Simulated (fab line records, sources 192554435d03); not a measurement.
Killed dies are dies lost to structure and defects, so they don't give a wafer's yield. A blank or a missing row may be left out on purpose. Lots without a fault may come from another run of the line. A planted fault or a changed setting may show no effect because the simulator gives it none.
A struck lot beside a sound one | flow n5_finfet | 39 steps out of a route of 1938
Sound: wafers L945.2, L945.4, L945.5. Struck: wafers L944.2, L944.5. (L944.6 of the same lot was not struck and is left out.) The cause comes at the end.
At each step with rows: each side's tool, then ch and its chambers, then its first start. Under that, the readings that differ: sound wafers | struck wafers | difference of the means | sigmas: that difference in standard deviations of wafers without a fault.
alike: readings whose means differ by less than 2 such deviations, and words and numbers that are the same on both sides. not compared: withheld readings, readings that some wafer has no value for, bounds like >300 that may hide the same value, and numbers for which the record gives no deviation and whose values overlap.
The two part at a step that has a row with sigmas, a row that says differs or no value, or rows on one side only. Numbers that don't overlap but have no deviation are shown without sigmas and don't part them. A reading that every wafer of one side lacks parts them only if that side has two wafers or more.

first, 11 steps without rows for these wafers: N5_FIN_SAQP_SPACER1_ETCHBACK_25 (etches SiO2 in CHF3/O2, target depth 24.4 nm, time 12.2 s); N5_FIN_SAQP_MANDREL1_REMOVE_56 (chemistry HBr/Cl2/O2, target a-Si, stops on SiNx, bt time 10 s); N5_FIN_SAQP_ETCH_57 (etches SiNx in CH3F/O2, target depth 32.5 nm, time 46.4 s); N5_FIN_SAQP_ETCH_65 (etches SiO2 in CF4, target depth 4 nm, time 4.4 s); N5_FIN_SAQP_MANDREL_ETCH_58 (etches a-Si in HBr/Cl2, stops on SiNx, target depth 45 nm, bt time 10 s, time 27 s); N5_FIN_SAQP_RECESS_63 (chemistry HF/NH3, target SiO2, target depth 18 nm, afs cycles 3, sublimation time 60 s); N5_FIN_SAQP_COAT_68 (time 60 s, resist thk 100 nm); N5_FIN_SAQP_ETCH_69 (etches SOC in N2/H2, stops on SiNx, target depth 150 nm); N5_FIN_SAQP_ETCH_67 (etches SiNx in CH3F/O2, target depth 30 nm); N5_FIN_SAQP_STRIP_70 (strips in N2/H2); N5_FIN_SAQP_RECESS_71 (chemistry HF/NH3, target SiO2, target depth 3 nm, afs cycles 1, sublimation time 60 s).
N5_FIN_SAQP_SPACER2_ALD_28: deposits SiO2, target thk 8.1 nm, pulse time 1 s, purge time 2 s.
  sound on ald_sin-04 ch 0,3, day 7 19:07; struck on ald_sin-03 ch 1,3, day 7 13:51
  reading                                           | sound     | struck    | difference | sigmas
  model.SiO2_of_FIN_SAQP_SPACER2_ALD_28.thk_nm (nm) | 8.2 8.2 8 | 10.6 10.6 | +2.5       |
  alike: heater_power_w, precursor_pulse_height_rel
then, 1 step without rows for these wafers: N5_FIN_SAQP_SPACER2_ETCHBACK_29 (etches SiO2 in CHF3/O2, target depth 12.2 nm, time 6.1 s).
N5_FIN_SAQP_MANDREL2_REMOVE_60: chemistry HBr/Cl2/O2, target a-Si, stops on SiNx, bt time 10 s.
  sound on rie_si-03 ch 0,2, day 7 19:31; struck on rie_si-03 ch 0,1, day 7 14:16
  reading                   | sound     | struck    | difference | sigmas
  model.FIN_SAQP.cd_nm (nm) | 8.2 8 8.2 | 10.8 10.8 | +2.7       |
  alike: drypump_motor_current_A, oes_product_au, throttle_valve_pct
  not compared: rf_hours_counter_h
N5_FIN_SAQP_CD_MEAS_31: target cd 8 nm.
  sound on cd_sem-03 ch 0, day 7 19:38; struck on cd_sem-01 ch 0, day 7 14:22
  reading    | sound          | struck      | difference | sigmas
  cd_nm (nm) | 8.26 8.35 8.48 | 10.97 10.98 | +2.61      | +11
then, 3 steps without rows for these wafers: N5_FIN_SAQP_HM_OPEN_33 (chemistry CH3F/O2, target SiNx, target depth 49.4 nm, time 70.6 s); N5_FIN_SAQP_ETCH_34 (etches SiO2 in C4F6/O2, target depth 45 nm, time 15 s); N5_FIN_SAQP_STRIP_77 (strips in N2/H2, time 90 s).
N5_FIN_SAQP_HM_CD_35: target cd 8 nm.
  sound on cd_sem-02, day 7 20:02; struck on cd_sem-01, day 7 14:38
  reading    | sound          | struck      | difference | sigmas
  cd_nm (nm) | 8.29 7.65 8.16 | 10.92 10.91 | +2.88      | +13
then, 1 step without rows for these wafers: N5_FIN_SAQP_ETCH_64 (etches SiO2 in CF4, target depth 1.5 nm).
N5_FIN_SAQP_FIN_ETCH_36: etches the open film in HBr/Cl2/O2, target depth 120 nm, time 50.4 s.
  sound on rie_si-02 ch 0,1,2, day 7 20:06; struck on rie_si-05 ch 1,2, day 7 14:42
  reading                   | sound     | struck    | difference | sigmas
  model.FIN_SAQP.cd_nm (nm) | 8.2 8 8.2 | 10.8 10.8 | +2.7       |
  alike: drypump_motor_current_A, oes_product_au, throttle_valve_pct
  not compared: rf_hours_counter_h
N5_FIN_SAQP_CD_MEAS_37: target cd 8 nm.
  sound on cd_sem-03, day 7 20:13; struck on cd_sem-02, day 7 14:49
  reading    | sound          | struck      | difference | sigmas
  cd_nm (nm) | 8.26 8.34 8.53 | 10.94 10.94 | +2.56      | +11
then, 14 steps without rows for these wafers: N5_FIN_SAQP_PRECLEAN_38 (cleans in O3/DIW, time 45 s); N5_FIN_SAQP_PRECLEAN_45 (cleans in dHF, time 10 s); N5_FIN_SAQP_SRD_39 (time 30 s); N5_FIN_CUT_COAT_18 (time 60 s, resist thk 230 nm); N5_FIN_CUT_COAT_19 (time 60 s, resist thk 20 nm); N5_FIN_CUT_COAT_29 (time 60 s, resist thk 10 nm); N5_FIN_CUT_COAT_02 (resist thk 30 nm); N5_FIN_CUT_EBR_04; N5_FIN_CUT_SOFTBAKE_03 (time 60 s); N5_FIN_CUT_EXPOSE_05 (exposes mask FIN CUT); N5_FIN_CUT_PEB_06 (peb time 60 s); N5_FIN_CUT_DEVELOP_07 (develop time 30 s); N5_FIN_CUT_DESCUM_13 (chemistry O2, time 7 s); N5_FIN_CUT_ETCH_30 (etches underlayer in N2/H2, target depth 13 nm, time 10.4 s).
N5_STI_FIN_REVEAL_CD_MEAS_22: target cd 6.238 nm, pitch 28 nm.
  sound on cd_sem-02, day 8 06:53; struck on cd_sem-03, day 8 00:52
  reading    | sound          | struck    | difference | sigmas
  cd_nm (nm) | 6.65 5.91 6.38 | 8.88 9.07 | +2.66      | +12
-- the record jumps here: 7 days lie between the struck wafers' starts before and after (it left off in module STI_FIN_REVEAL and takes up again in module BEOL_M4, whose first step shown is number 1111 of the route) --
N5_BEOL_M4_RC_MEAS_101:
  sound on prober-02 ch 0, day 14 17:04; struck on prober-01 ch 0, day 15 05:52
  reading            | sound             | struck      | difference | sigmas
  DIBL_N (mV/V)      | 39.1 35.9 38.1    | 54.2 53.8   | +16.3      | +10
  DIBL_P (mV/V)      | 38.5 34.2 36.9    | 59.6 58.0   | +22.3      | +12
  IOFF_N (nA/um)     | 0.197 0.139 0.179 | 2.017 1.941 | +1.807     | +67
  IOFF_N_85C (nA/um) | 3.7 2.7 3.4       | 25.3 24.6   | +21.7      | +49
  IOFF_N_LIN (nA/um) | 0.089 0.067 0.081 | 0.614 0.576 | +0.516     | +53
  IOFF_P (nA/um)     | 0.30 0.20 0.26    | 1.57 1.42   | +1.24      | +41
  IOFF_P_85C (nA/um) | 4.7 3.4 4.1       | 19.9 18.6   | +15.2      | +35
  IOFF_P_LIN (nA/um) | 0.129 0.098 0.115 | 0.456 0.427 | +0.328     | +30
  ION_N (uA/um)      | 681 671 678       | 809 795     | +125       | +13
  ION_P (uA/um)      | 470 468 473       | 530 524     | +57        | +8
  SS_N (mV/dec)      | 71.4 70.7 71.4    | 75.7 75.6   | +4.5       | +8
  SS_P (mV/dec)      | 74.1 73.6 73.8    | 78.6 79.1   | +5.0       | +8
  VT_N (mV)          | 245.4 249.0 247.1 | 206.6 207.9 | -39.9      | -13
  VT_N_LVT (mV)      | 95.2 99.3 96.4    | 55.6 56.5   | -40.9      | -15
  VT_P (mV)          | -243 -250 -244    | -219 -222   | +25        | +8
  VT_P_LVT (mV)      | -92.9 -98.5 -94.3 | -69.3 -69.7 | +25.7      | +10
-- the record jumps here: 5 days lie between the struck wafers' starts before and after (it left off in module BEOL_M4 and takes up again in module PASSIVATION, whose first step shown is number 1936 of the route) --
N5_PASSIVATION_PROBE_49:
  sound on prober-01, day 18 18:32; struck on prober-01, day 19 18:01
  reading                | sound          | struck      | difference | sigmas
  killed_at_other        | 3 5 3          | 11 13       | +8         | +3
  sort_bin_4_leakage (%) | 0 0 0          | 90.93 91.10 | +91.02     | +99 or more
  sort_n_pass            | 1055 1055 1075 | 0 0         | -1062      | -71
  sort_yield_pct (%)     | 89.4 89.4 91.1 | 0 0         | -90        | -69
  alike: defect_limited_yield, killed_at_M0_to_M3, killed_at_M4_up, killed_at_contacts, killed_at_front_end, killed_dies, killed_open, killed_short, sort_bin_5_function, sort_bin_6_memory

WHERE THEY PART
First at N5_FIN_SAQP_CD_MEAS_31; last, within this record, at N5_PASSIVATION_PROBE_49.

WHY: what the simulator had put in
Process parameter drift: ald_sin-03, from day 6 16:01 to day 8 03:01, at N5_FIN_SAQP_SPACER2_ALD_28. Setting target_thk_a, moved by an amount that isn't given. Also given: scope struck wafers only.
